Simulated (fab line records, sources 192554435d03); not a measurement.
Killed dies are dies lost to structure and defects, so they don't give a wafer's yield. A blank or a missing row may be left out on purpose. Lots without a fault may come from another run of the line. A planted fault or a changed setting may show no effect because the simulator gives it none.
fab line records | flow n5_finfet
record lots=7 wafers=21
route steps=1938 shown BEOL_M9@1411 BEOL_M10@1512 BEOL_M11@1573
start_h: hours from the record's first day to the start of the lot's first wafer shown | wait_h: hours since the lot's step before | " the same as in the row above | L1.1+2: a row that stands for several wafers | - no value, or no start given | * or withheld: withheld | < > ~ a bound
route shown NAME@n: a module of which the file shows steps, and the number in the route of the first | usual: mean/standard deviation of fault-free wafers | same: alike in all rows | chamber/n: place in a boat | sites: the reading at each site | _std_site: their standard deviation | _edge_site: outer sites' mean less inner sites' | radius_mm: how far each site lies from the wafer's centre | mask NAME#n: copy n | behind: the tool/chamber that last shaped the wafer | hold: why the lot was held/for how many hours/how that ended | device: the transistor (n, p or np) that didn't switch | end of line: the same wafers' tests at the end of the route | a step without rows: its recipe alone | killed: dies lost to structure and defects at the first sort, not the wafer's yield | map: a wafer's dies, x killed, . not, _ none there
set.NAME: the setting as run; set.NAME@STEP: as run at that earlier step | model.NAME: the simulator's own value behind a step, which no gauge read
lots whose settings were changed on purpose; a table a step, a row a wafer
## steps
# step N5_BEOL_M9_EXPOSE_08
# recipe mask_id=M9 na=1.35 source_shape=dipole sigma_inner=0.411 sigma_outer=0.611 polarization=te dose_mj=53.75
# columns lot.wafer tool chamber start_h wait_h mask set.dose_mj
L080.2+3+4 arfi_scanner-01 0 241.07 - M9#0 53.75
L084.1+3+4 arfi_scanner-03 0 271.37 - M9#0 53.75
L091.2+6 arfi_scanner-02 0 299.58 - M9#0 53.75
L091.4 " 0 " " M9#0 55.11
L093.1+3+5 arfi_scanner-03 0 324.82 - M9#0 53.75
L095.1+6 arfi_scanner-03 0 336.04 - M9#0 57.04
L095.3 " 0 " " M9#0 53.75
L096.1+2 arfi_scanner-02 0 357.50 - M9#0 51.65
L096.4 " 0 " " M9#0 53.75
L097.1+2+3 arfi_scanner-01 0 359.91 - M9#0 53.75
# step N5_BEOL_M9_PEB_09
# recipe peb_temp_c=withheld peb_time_s=60 resist=CAR-ArF
# step N5_BEOL_M9_DEVELOP_10
# recipe develop_time_s=30 developer=TMAH resist=CAR-ArF rinse_liquid=diw dry=air_spin dev_temp_c=23
# step N5_BEOL_M9_CD_MEAS_11
# recipe target_cd_nm=64.1 landing_energy_ev=500 detector=se_inlens polarity=opening
# usual cd_nm=63.9/0.59
# columns lot.wafer tool chamber start_h wait_h set.dose_mj@BEOL_M9_EXPOSE_08 cd_nm
L080.2 cd_sem-02 0 241.19 - 53.75 63.7
L080.3 " 0 " " 53.75 63.3
L080.4 " 0 " " 53.75 63.9
L084.1 cd_sem-01 0 271.50 - 53.75 64.2
L084.3 " 0 " " 53.75 63.9
L084.4 " 0 " " 53.75 65.1
L091.2 cd_sem-01 0 299.70 - 53.75 63.5
L091.4 " 0 " " 55.11 65.9
L091.6 " 0 " " 53.75 63.0
L093.1 cd_sem-03 0 324.95 - 53.75 64.0
L093.3 " 0 " " 53.75 64.0
L093.5 " 0 " " 53.75 64.0
L095.1 cd_sem-03 0 336.16 - 57.04 67.1
L095.3 " 0 " " 53.75 64.2
L095.6 " 0 " " 57.04 67.0
L096.1 cd_sem-03 0 357.63 - 51.65 61.5
L096.2 " 0 " " 51.65 61.6
L096.4 " 0 " " 53.75 64.3
L097.1 cd_sem-03 0 360.04 - 53.75 63.2
L097.2 " 0 " " 53.75 63.5
L097.3 " 0 " " 53.75 63.9
# step N5_BEOL_M9_DESCUM_16
# recipe chemistry=O2 time_s=7.9 source_power_w=50 bias_power_w=20 pressure_mtorr=20 rf_frequency_hz=2.712e+07 temp_c=40 resist=CAR-ArF o2_flow_sccm=225
# step N5_BEOL_M9_ETCH_61
# recipe chemistry=CF4 target=SiARC target_depth_a=390 mask_material=CAR-ArF time_s=65 ion_energy_ev=80 pressure_mtorr=40 source_w=545 bias_w=36 Ar_flow_sccm=100 cf4_flow_sccm=100 ends=cleared
# columns lot.wafer tool chamber start_h wait_h set.dose_mj@BEOL_M9_EXPOSE_08 model.BEOL_M9.cd_offset_nm
L080.2 rie_diel-04 1 241.32 0.0 53.75 -0.8
L080.3 " 3 " " 53.75 -1
L080.4 " 2 " " 53.75 -0.4
L084.1 rie_diel-02 0 271.62 0.0 53.75 -0.2
L084.3 " 2 " " 53.75 -0.4
L084.4 " 1 " " 53.75 1
L091.2 rie_diel-03 3 299.83 0.0 53.75 -0.6
L091.4 " 1 " " 55.11 1.6
L091.6 " 1 " " 53.75 -1.6
L093.1+5 rie_diel-03 1 325.07 0.0 53.75 -0.2
L093.3 " 0 " " 53.75 -0.4
L095.1 rie_diel-02 3 336.29 0.0 57.04 2.4
L095.3 " 2 " " 53.75 0
L095.6 " 2 " " 57.04 2.8
L096.1+2 rie_diel-04 1,2 357.75 0.0 51.65 -2.6
L096.4 " 3 " " 53.75 0
L097.1 rie_diel-02 2 360.51 0.0 53.75 -0.6
L097.2 " 1 " " 53.75 -0.2
L097.3 " 3 " " 53.75 0
# step N5_BEOL_M9_ETCH_62
# recipe chemistry=N2/H2 target=SOC target_depth_a=1100 overetch_a=220 mask_material=SiARC temp_c=40 time_s=165 ion_energy_ev=200 pressure_mtorr=30 source_w=840 bias_w=150 n2_flow_sccm=200 h2_flow_sccm=200
# step N5_BEOL_M9_STRIP_68
# recipe chemistry=N2/H2 temp_c=40 n2_flow_sccm=200 h2_flow_sccm=200 rf_frequency_hz=6e+07
# step N5_BEOL_M9_STRIP_67
# recipe chemistry=CF4 resist=SiARC power_w=300 bias_power_w=75 pressure_mtorr=50 cf4_flow_sccm=150 rf_frequency_hz=6e+07
# step N5_BEOL_M9_HM_OPEN_17
# recipe chemistry=Cl2/BCl3 target_depth_a=200 overetch_a=60 target=TiN mask_material=SOC ion_energy_ev=150 pressure_mtorr=10 icp_w=1000 bias_w=126 Cl2_flow_sccm=53.25 bcl3_flow_sccm=21.75 Ar_flow_sccm=25
# columns lot.wafer tool chamber start_h wait_h set.dose_mj@BEOL_M9_EXPOSE_08 model.BEOL_M9.cd_offset_nm
L080.2 rie_metal-03 1 241.58 0.1 53.75 -1.2
L080.3+4 " 1 " " 53.75 -1
L084.1 rie_metal-03 0 271.86 0.0 53.75 -0.6
L084.3 " 1 " " 53.75 0
L084.4 " 0 " " 53.75 1
L091.2 rie_metal-02 1 300.06 0.0 53.75 -0.6
L091.4 " 1 " " 55.11 1.4
L091.6 " 0 " " 53.75 -1.6
L093.1+5 rie_metal-02 0 325.31 0.0 53.75 0
L093.3 " 1 " " 53.75 -0.2
L095.1 rie_metal-03 0 336.52 0.0 57.04 2.6
L095.3 " 0 " " 53.75 0
L095.6 " 1 " " 57.04 3
L096.1 rie_metal-02 0 357.99 0.0 51.65 -2.8
L096.2 " 1 " " 51.65 -3
L096.4 " 1 " " 53.75 0
L097.1 rie_metal-01 0 360.75 0.0 53.75 -0.4
L097.2 " 1 " " 53.75 -0.2
L097.3 " 1 " " 53.75 0.2
# step N5_BEOL_M9_STRIP_19
# recipe chemistry=O2 power_w=400 temp_c=40 pressure_mtorr=30 rf_frequency_hz=6e+07 bias_power_w=0 overash_fraction=0.2 o2_flow_sccm=225
# step N5_BEOL_M9_CD_MEAS_18
# recipe pitch_nm=140 target_cd_nm=70
# usual cd_nm=69.7/0.66
# columns lot.wafer tool chamber start_h wait_h set.dose_mj@BEOL_M9_EXPOSE_08 cd_nm
L080.2 cd_sem-03 - 241.83 0.1 53.75 69.0
L080.3 " - " " 53.75 68.7
L080.4 " - " " 53.75 69.0
L084.1 cd_sem-03 - 272.04 0.0 53.75 69.6
L084.3 " - " " 53.75 69.8
L084.4 " - " " 53.75 71.1
L091.2 cd_sem-01 - 300.24 0.1 53.75 69.3
L091.4 " - " " 55.11 71.8
L091.6 " - " " 53.75 68.2
L093.1 cd_sem-01 - 325.49 0.0 53.75 70.1
L093.3 " - " " 53.75 69.8
L093.5 " - " " 53.75 70.2
L095.1 cd_sem-01 - 336.70 0.0 57.04 72.6
L095.3 " - " " 53.75 69.7
L095.6 " - " " 57.04 72.9
L096.1 cd_sem-01 - 358.17 0.0 51.65 67.6
L096.2 " - " " 51.65 67.0
L096.4 " - " " 53.75 69.7
L097.1 cd_sem-01 - 361.04 0.0 53.75 69.3
L097.2 " - " " 53.75 70.0
L097.3 " - " " 53.75 70.3
# step N5_BEOL_M9_COAT_63
# recipe resist=SOC temp_c=250 time_s=60 spin_rpm=1500 resist_thk_nm=60
# step N5_BEOL_M9_COAT_64
# recipe resist=SiARC temp_c=220 time_s=60 spin_rpm=1500 resist_thk_nm=12
# step N5_BEOL_M9_PRECLEAN_42
# recipe chemistry=residue_remover time_s=60 temp_c=40
# step N5_BEOL_M9_SRD_43
# recipe time_s=30 temp_c=23 rinse_liquid=diw dry=ipa_marangoni
# step N5_BEOL_M9_CD_MEAS_35
# recipe target_cd_nm=70 target_cd_y_nm=40 polarity=opening
# usual cd_nm=69.8/0.64
# columns lot.wafer tool chamber start_h wait_h set.dose_mj@BEOL_M9_EXPOSE_08 cd_nm
L080.2 cd_sem-03 - 243.14 0.0 53.75 69.1
L080.3 " - " " 53.75 68.9
L080.4 " - " " 53.75 69.2
L084.1 cd_sem-01 - 274.91 0.0 53.75 69.4
L084.3 " - " " 53.75 69.7
L084.4 " - " " 53.75 70.8
L091.2 cd_sem-03 - 301.50 0.0 53.75 69.8
L091.4 " - " " 55.11 71.5
L091.6 " - " " 53.75 68.6
L093.1 cd_sem-02 - 327.87 0.0 53.75 69.9
L093.3 " - " " 53.75 70.0
L093.5 " - " " 53.75 69.8
L095.1 cd_sem-03 - 340.30 0.0 57.04 72.8
L095.3 " - " " 53.75 70.1
L095.6 " - " " 57.04 73.1
L096.1 cd_sem-02 - 359.69 0.0 51.65 67.0
L096.2 " - " " 51.65 66.8
L096.4 " - " " 53.75 69.5
L097.1 cd_sem-02 - 362.12 0.0 53.75 69.6
L097.2 " - " " 53.75 70.1
L097.3 " - " " 53.75 70.2
# step N5_BEOL_M10_TRENCH_ETCH_37
# recipe chemistry=C4F6/O2 target_depth_a=1488.3 target=SiCOH_lowk time_s=48 ion_energy_ev=250 pressure_mtorr=30 source_w=345 bias_w=185 Ar_flow_sccm=300 C4F6_flow_sccm=10 O2_flow_sccm=10
# columns lot.wafer tool chamber start_h wait_h set.time_s model.BEOL_M10.feature_depth_nm model.etch.depth_nm
L080.2 rie_diel-06 1 - - 39.61 124.6 124.5
L080.3 " 3 " " 48 147.8 147.7
L080.4 " 2 " " 48 149.6 149.5
L084.1 rie_diel-06 1 - - 48 151.4 151.5
L084.3 " 3 " " 48 147.4 147.4
L084.4 " 0 " " 48 143.8 143.8
L091.2 rie_diel-01 0 - - 51.26 157.6 157.5
L091.4 " 3 " " 51.26 160.8 160.9
L091.6 " 2 " " 48 153.4 153.4
L093.1 rie_diel-05 0 - - 48 147 147
L093.3 " 1 " " 39.97 126.2 126.2
L093.5 " 3 " " 39.97 123.8 123.9
L095.1 rie_diel-05 0 - - 48 144.4 144.4
L095.3 " 2 " " 48 149 148.9
L095.6 " 3 " " 48 148.2 148.2
L096.1 rie_diel-05 0 - - 48 145.6 145.6
L096.2 " 1 " " 41.45 130.6 130.6
L096.4 " 0 " " 48 146.2 146.2
L097.1 rie_diel-06 2 - - 48 152 151.9
L097.2 " 0 " " 48 143.6 143.7
L097.3 " 3 " " 48 148.4 148.4
# step N5_BEOL_M10_ETCH_41
# recipe chemistry=CH3F/O2 target=SiCN target_depth_a=426 taper_deg=2 time_s=86 ion_energy_ev=120 mask_material=TiN pressure_mtorr=30 source_w=395 bias_w=75 Ar_flow_sccm=150 CH3F_flow_sccm=30 O2_flow_sccm=20
# usual rf_vpp_V=297.5/2
# columns lot.wafer tool chamber start_h wait_h set.source_w rf_vpp_V
L080.2 rie_diel-06 1 - - 395 297.8
L080.3 " 3 " " 395 298.3
L080.4 " 2 " " 395 295.0
L084.1 rie_diel-06 1 - - 395 296.5
L084.3 " 3 " " 348 311.3
L084.4 " 0 " " 348 311.8
L091.2 rie_diel-01 0 - - 395 297.2
L091.4 " 3 " " 460.3 281.0
L091.6 " 2 " " 460.3 284.2
L093.1 rie_diel-05 0 - - 395 292.4
L093.3 " 1 " " 365.7 307.7
L093.5 " 3 " " 365.7 303.2
L095.1 rie_diel-05 0 - - 446.5 282.6
L095.3 " 2 " " 446.5 288.1
L095.6 " 3 " " 395 295.8
L096.1 rie_diel-05 0 - - 365.9 299.9
L096.2 " 1 " " 395 300.0
L096.4 " 0 " " 395 293.9
L097.1 rie_diel-06 2 - - 395 299.7
L097.2 " 0 " " 395 298.2
L097.3 " 3 " " 395 298.1
# step N5_BEOL_M10_STRIP_77
# recipe chemistry=N2/H2 time_s=10 power_w=450 temp_c=40 pressure_mtorr=20 rf_frequency_hz=6e+07 bias_power_w=7 n2_flow_sccm=200 h2_flow_sccm=200
# step N5_BEOL_M10_OCD_MEAS_38
# usual trench_depth_nm=148/3.2
# columns lot.wafer tool chamber start_h wait_h set.time_s@BEOL_M10_TRENCH_ETCH_37 trench_depth_nm
L080.2 ocd-02 - 250.98 - 39.61 124
L080.3 " - " " 48 148
L080.4 " - " " 48 150
L084.1 ocd-02 - 283.25 - 48 152
L084.3 " - " " 48 147
L084.4 " - " " 48 144
L091.2 ocd-02 - 309.29 - 51.26 157
L091.4 " - " " 51.26 160
L091.6 " - " " 48 153
L093.1 ocd-01 - 335.27 - 48 147
L093.3 " - " " 39.97 126
L093.5 " - " " 39.97 123
L095.1 ocd-02 - 353.53 - 48 144
L095.3 " - " " 48 149
L095.6 " - " " 48 148
L096.1 ocd-01 - 369.96 - 48 145
L096.2 " - " " 41.45 131
L096.4 " - " " 48 146
L097.1 ocd-02 - 374.39 - 48 152
L097.2 " - " " 48 143
L097.3 " - " " 48 148
# step N5_BEOL_M10_HM_STRIP_39
# recipe chemistry=peroxide_tin_strip material=TiN target_depth_a=250 temp_c=50 time_s=158
# step N5_BEOL_M10_SRD_40
# recipe time_s=30 temp_c=23 rinse_liquid=diw dry=ipa_marangoni
# step N5_BEOL_M10_ECD_50
# recipe material=Cu target_thk_a=3180
# step N5_BEOL_M10_ANNEAL_51
# recipe temp_c=225 time_s=90 ambient=N2
# step N5_BEOL_M10_CMP_52
# recipe stop_on=SiCOH_lowk t_overpolish_s=7 down_force_psi=1 platen_rpm=50 clearing_platen_down_force_psi=1.5 clearing_platen_rpm=50 post_cmp_clean=cu_alkaline target_thk_nm=140 clearing_platen_pad_velocity_m_s=0.99484 pad_velocity_m_s=0.99484
# columns lot.wafer tool chamber start_h wait_h set.time_s@BEOL_M10_TRENCH_ETCH_37 model.Cu_of_BEOL_M10_ECD_50.thk_nm
L080.3 cmp-01 2 254.76 0.2 48 139.4
L080.2 " 3 " " 39.61 115.4
L080.4 " 0 " " 48 141.2
L084.1 cmp-03 3 285.01 0.3 48 140.6
L084.4 " 1 " " 48 134.6
L084.3 " 2 " " 48 135.4
L091.4 cmp-04 2 311.83 0.3 51.26 152
L091.2 " 3 " " 51.26 151.6
L091.6 " 0 " " 48 145.4
L093.1 cmp-04 2 348.46 0.5 48 138
L093.3 " 3 " " 39.97 118.2
L093.5 " 3 " " 39.97 116.6
L095.3 cmp-04 0 355.69 0.2 48 140
L095.1 " 3 " " 48 136.4
L095.6 " 1 " " 48 138.4
L096.4 cmp-04 2 372.06 0.1 48 137.2
L096.1 " 0 " " 48 136.4
L096.2 " 1 " " 41.45 121.2
L097.2 cmp-01 2 376.65 0.2 48 133.8
L097.1 " 3 " " 48 143.2
L097.3 " 0 " " 48 139.6
# step N5_BEOL_M10_THK_MEAS_53
# recipe thk_meas_gauge=xrf reads=Cu_of_BEOL_M10_ECD_50
# usual M10_THK=141/3.7
# columns lot.wafer tool chamber start_h wait_h set.time_s@BEOL_M10_TRENCH_ETCH_37 M10_THK[nm]
L080.2 film_metro-01 - 255.02 - 39.61 116
L080.3 " - " " 48 140
L080.4 " - " " 48 141
L084.1 film_metro-01 - 285.31 - 48 142
L084.3 " - " " 48 137
L084.4 " - " " 48 136
L091.2 film_metro-01 - 312.05 - 51.26 152
L091.4 " - " " 51.26 153
L091.6 " - " " 48 146
L093.1 film_metro-01 - 348.76 - 48 139
L093.3 " - " " 39.97 119
L093.5 " - " " 39.97 117
L095.1 film_metro-01 - 355.99 - 48 136
L095.3 " - " " 48 139
L095.6 " - " " 48 138
L096.1 film_metro-01 - 372.35 - 48 138
L096.2 " - " " 41.45 123
L096.4 " - " " 48 139
L097.1 film_metro-02 - 376.95 - 48 145
L097.2 " - " " 48 136
L097.3 " - " " 48 142
# step N5_BEOL_M10_PRE_CLEAN_55
# recipe gas=NH3 time_s=15 temp_c=withheld rf_power_w=300
# step N5_BEOL_M10_DEP_56
# recipe material=SiCN target_thk_a=150 temp_c=withheld precursor=3MS/NH3 pressure_torr=3 rf_w=202 time_s=26.5
# step N5_BEOL_M10_RS_MEAS_57
# recipe thk_meas_gauge=four-point-probe reads=Cu_of_BEOL_M10_ECD_50+Co_of_BEOL_M10_CVD_75+TaN_of_BEOL_M10_ALD_74
# usual M10_RS=0.152/0.0041
# columns lot.wafer tool chamber start_h wait_h set.time_s@BEOL_M10_TRENCH_ETCH_37 M10_RS[ohm/sq]
L080.2 film_metro-02 - 255.15 0.1 39.61 0.187
L080.3 " - " " 48 0.152
L080.4 " - " " 48 0.149
L084.1 film_metro-02 - 285.44 0.1 48 0.151
L084.3 " - " " 48 0.156
L084.4 " - " " 48 0.157
L091.2 film_metro-02 - 312.18 0.1 51.26 0.138
L091.4 " - " " 51.26 0.138
L091.6 " - " " 48 0.145
L093.1 film_metro-02 - 348.89 0.1 48 0.154
L093.3 " - " " 39.97 0.182
L093.5 " - " " 39.97 0.185
L095.1 film_metro-01 - 356.12 0.1 48 0.155
L095.3 " - " " 48 0.151
L095.6 " - " " 48 0.153
L096.1 film_metro-01 - 372.49 0.1 48 0.155
L096.2 " - " " 41.45 0.177
L096.4 " - " " 48 0.154
L097.1 film_metro-01 - 377.08 0.1 48 0.147
L097.2 " - " " 48 0.159
L097.3 " - " " 48 0.151
# step N5_BEOL_M11_ETCH_66
# recipe chemistry=N2/H2 target=SOC target_depth_a=1200 overetch_a=240 mask_material=SiARC temp_c=40 time_s=180 ion_energy_ev=200 pressure_mtorr=30 source_w=840 bias_w=150 n2_flow_sccm=200 h2_flow_sccm=200
# columns lot.wafer tool chamber start_h wait_h set.time_s model.SiARC_of_BEOL_M11_COAT_64.thk_nm
L080.2 rie_diel-02 3 261.26 0.0 162 23.4
L080.3 " 0 " " 162 23.6
L080.4 " 1 " " 180 22.6
L084.1+3 rie_diel-02 1,3 290.68 0.0 180 22.4
L084.4 " 0 " " 158.3 23.4
L091.2+4 rie_diel-03 0,1 318.13 0.0 145.2 24.4
L091.6 " 3 " " 180 22.8
L093.1 rie_diel-03 3 351.23 0.0 180 23
L093.3+5 " 2,1 " " 180 23.2
L095.1 rie_diel-03 2 359.62 0.0 145 24.4
L095.3 " 0 " " 180 23
L095.6 " 1 " " 180 23.2
L096.1+4 rie_diel-02 1,0 376.27 0.0 160 23.6
L096.2 " 3 " " 180 22.8
L097.1+3 rie_diel-04 0,1 382.29 0.0 180 22.8
L097.2 " 3 " " 180 22.2
# step N5_BEOL_M11_VIA_ETCH_34
# recipe chemistry=C4F6/O2 target=SiCOH_lowk target_depth_a=1845 mask_material=SOC taper_deg=4 time_s=69.2 ion_energy_ev=250 pressure_mtorr=30 source_w=345 bias_w=185 Ar_flow_sccm=300 C4F6_flow_sccm=10 O2_flow_sccm=10
# columns lot.wafer tool chamber start_h wait_h set.time_s model.etch.depth_nm model.SOC_of_BEOL_M11_COAT_63.thk_nm
L080.2 rie_diel-02 3 261.38 0.0 61.86 165.8 93
L080.3 " 0 " " 69.2 181.2 92.4
L080.4 " 1 " " 61.86 165.1 93.4
L084.1 rie_diel-02 1 290.80 0.0 69.2 188.1 91.2
L084.3 " 3 " " 73.18 197.8 90.6
L084.4 " 0 " " 73.18 194.1 91.2
L091.2 rie_diel-03 0 318.25 0.0 81.3 214.2 90.6
L091.4 " 1 " " 81.3 210.7 90.8
L091.6 " 3 " " 69.2 184.8 91.8
L093.1 rie_diel-03 3 351.35 0.0 69.2 184 92
L093.3 " 2 " " 69.2 178 92
L093.5 " 1 " " 75.03 193.9 91.4
L095.1 rie_diel-03 2 359.75 0.0 69.2 180.5 92.4
L095.3 " 0 " " 69.2 180.8 92.4
L095.6 " 1 " " 69.2 179.7 92.4
L096.1 rie_diel-02 1 376.39 0.0 63.07 166 92.8
L096.2 " 3 " " 63.07 164.3 92.4
L096.4 " 0 " " 63.07 165.5 92.6
L097.1 rie_diel-04 0 382.42 0.0 69.2 180.4 92
L097.2 " 3 " " 69.2 190.3 91.4
L097.3 " 1 " " 69.2 180.2 91.8
## key
split step=N5_BEOL_M9_EXPOSE_08 setting=dose_mj stated=53.75 by=wafer
response step=N5_BEOL_M9_CD_MEAS_11 reading=cd_nm change=+0.585 per=1% r=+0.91
response step=N5_BEOL_M9_ETCH_61 reading=model.BEOL_M9.cd_offset_nm change=+0.556 per=1% r=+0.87
response step=N5_BEOL_M9_HM_OPEN_17 reading=model.BEOL_M9.cd_offset_nm change=+0.588 per=1% r=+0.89
response step=N5_BEOL_M9_CD_MEAS_18 reading=cd_nm change=+0.6 per=1% r=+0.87
response step=N5_BEOL_M9_CD_MEAS_35 reading=cd_nm change=+0.559 per=1% r=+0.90
split step=N5_BEOL_M10_TRENCH_ETCH_37 setting=time_s stated=48 by=wafer
response step=N5_BEOL_M10_TRENCH_ETCH_37 reading=model.BEOL_M10.feature_depth_nm change=+1.27 per=1% r=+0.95
response step=N5_BEOL_M10_TRENCH_ETCH_37 reading=model.etch.depth_nm change=+1.27 per=1% r=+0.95
response step=N5_BEOL_M10_OCD_MEAS_38 reading=trench_depth_nm change=+1.27 per=1% r=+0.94
response step=N5_BEOL_M10_CMP_52 reading=model.Cu_of_BEOL_M10_ECD_50.thk_nm change=+1.27 per=1% r=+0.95
response step=N5_BEOL_M10_THK_MEAS_53 reading=M10_THK change=+1.27 per=1% r=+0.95
response step=N5_BEOL_M10_RS_MEAS_57 reading=M10_RS change=-0.00183 per=1% r=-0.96
split step=N5_BEOL_M10_ETCH_41 setting=source_w stated=395 by=wafer
response step=N5_BEOL_M10_ETCH_41 reading=rf_vpp_V change=-0.972 per=1% r=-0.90
split step=N5_BEOL_M11_ETCH_66 setting=time_s stated=180 by=wafer
response step=N5_BEOL_M11_ETCH_66 reading=model.SiARC_of_BEOL_M11_COAT_64.thk_nm change=-0.0769 per=1% r=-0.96
split step=N5_BEOL_M11_VIA_ETCH_34 setting=time_s stated=69.2 by=wafer
response step=N5_BEOL_M11_VIA_ETCH_34 reading=model.etch.depth_nm change=+1.54 per=1% r=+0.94
response step=N5_BEOL_M11_VIA_ETCH_34 reading=model.SOC_of_BEOL_M11_COAT_63.thk_nm change=-0.0661 per=1% r=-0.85
